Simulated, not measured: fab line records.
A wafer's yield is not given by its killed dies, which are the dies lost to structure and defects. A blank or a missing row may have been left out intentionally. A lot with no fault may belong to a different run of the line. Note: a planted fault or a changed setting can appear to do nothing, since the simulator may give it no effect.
A struck lot beside a sound one | flow nand-harc | 14 out of 1302 route steps
Sound: wafers L285.2, L285.5, L285.6. Wafers struck: L295.1, L295.2, L295.4. The cause comes at the end.
Each step with rows lists, per side, the tool, then ch with its chambers, then its first start. Under that, the readings that differ: sound wafers | struck wafers | difference of the means | sigmas: that difference in standard deviations of wafers without a fault.
alike: same words and numbers on both sides, and readings whose means sit less than 2 such deviations apart. not compared: any withheld reading, any reading some wafer has no value for, any bound like >300 that may hide the same value, and any number with overlapping values for which the record gives no deviation.
The two part at a step that has a row with sigmas, a row that says differs or no value, or rows on one side only. Numbers that have no deviation but don't overlap get no sigmas and don't part them. Lack of a reading on every wafer of one side parts them only where that side has two or more wafers.

first, 5 steps without rows for these wafers: NHARC_A_STAIRCASE_EBR_285; NHARC_A_STAIRCASE_EXPOSE_286 (exposes mask CHOP 100); NHARC_A_STAIRCASE_PEB_287 (peb time 130 s); NHARC_A_STAIRCASE_DEVELOP_288 (time 140 s); NHARC_A_STAIRCASE_HARDBAKE_290 (time 140 s).
NHARC_A_STAIRCASE_DESCUM_291: chemistry O2, time 3 s.
  sound on rie-diel-03 ch 0,2,3, day 17 10:41; struck on rie-diel-12 ch 0,1,2, day 21 07:11
  alike: drypump-motor-current-A, oes-product-au, rf-vpp-V, showerhead-plenum-p-Torr, throttle-valve-pct
  not compared: rf-hours-counter-h
NHARC_A_STAIRCASE_ETCH_292: etches the open film in CF4/CHF3.
  sound on rie-diel-03 ch 0,1,2, day 17 10:47; struck on rie-diel-12 ch 1,2,3, day 21 07:16
  alike: drypump-motor-current-A, oes-product-au, rf-vpp-V, showerhead-plenum-p-Torr, throttle-valve-pct
  not compared: rf-hours-counter-h
NHARC_A_STAIRCASE_HM_OPEN_460: chemistry O2/COS.
  sound: rie-diel-03 ch 0,1,3; struck: rie-diel-12 ch 1,2,3
  alike: drypump-motor-current-A, oes-product-au, rf-vpp-V, showerhead-plenum-p-Torr, throttle-valve-pct
  not compared: rf-hours-counter-h
then, 1 step without rows for these wafers: NHARC_A_STAIRCASE_STRIP_461 (strips in O2/COS).
NHARC_A_STAIRCASE_ETCH_452: etches the open film in CF4/O2, target depth 30 nm, overetch 3 nm, time 16.5 s.
  sound: rie-diel-03 ch 1,2,3; struck: rie-diel-12 ch 0,2,3
  alike: drypump-motor-current-A, oes_f_703_au, oes-product-au, rf-vpp-V, showerhead-plenum-p-Torr, throttle-valve-pct
  not compared: rf-hours-counter-h
NHARC_A_STAIRCASE_ETCH_294: etches the open film in C4F8/O2/Ar, target depth 4989 nm, time 1211.6 s.
  sound: rie-diel-03 ch 1,2; struck: rie-diel-12 ch 1,2,3
  alike: oes-product-au, rf-vpp-V
  not compared: rf-hours-counter-h
NHARC_A_STAIRCASE_STRIP_295: strips in O2.
  sound on rie-diel-03 ch 0,1,2, day 17 12:07; struck on rie-diel-12 ch 0,1,2, day 21 08:35
  no value came back on the struck wafers for any of 7 readings (bias-w (W), chamber-pressure-mTorr (mTorr) and others); on the sound wafers bias-w (W) reads 0 0 0
  not compared: rf-hours-counter-h
then, 1 step without rows for these wafers: NHARC_A_STAIRCASE_STRIP_296 (strips in SPM, time 900 s).
NHARC_END_SORT_01:
  the record has rows for the sound wafers here (prober-02 ch 0, day 24 23:53) and none for the struck ones

## WHERE THEY PART
Last at NHARC_END_SORT_01 as far as this record goes, first at NHARC_A_STAIRCASE_STRIP_295.

WHY: what had been put in by the simulator
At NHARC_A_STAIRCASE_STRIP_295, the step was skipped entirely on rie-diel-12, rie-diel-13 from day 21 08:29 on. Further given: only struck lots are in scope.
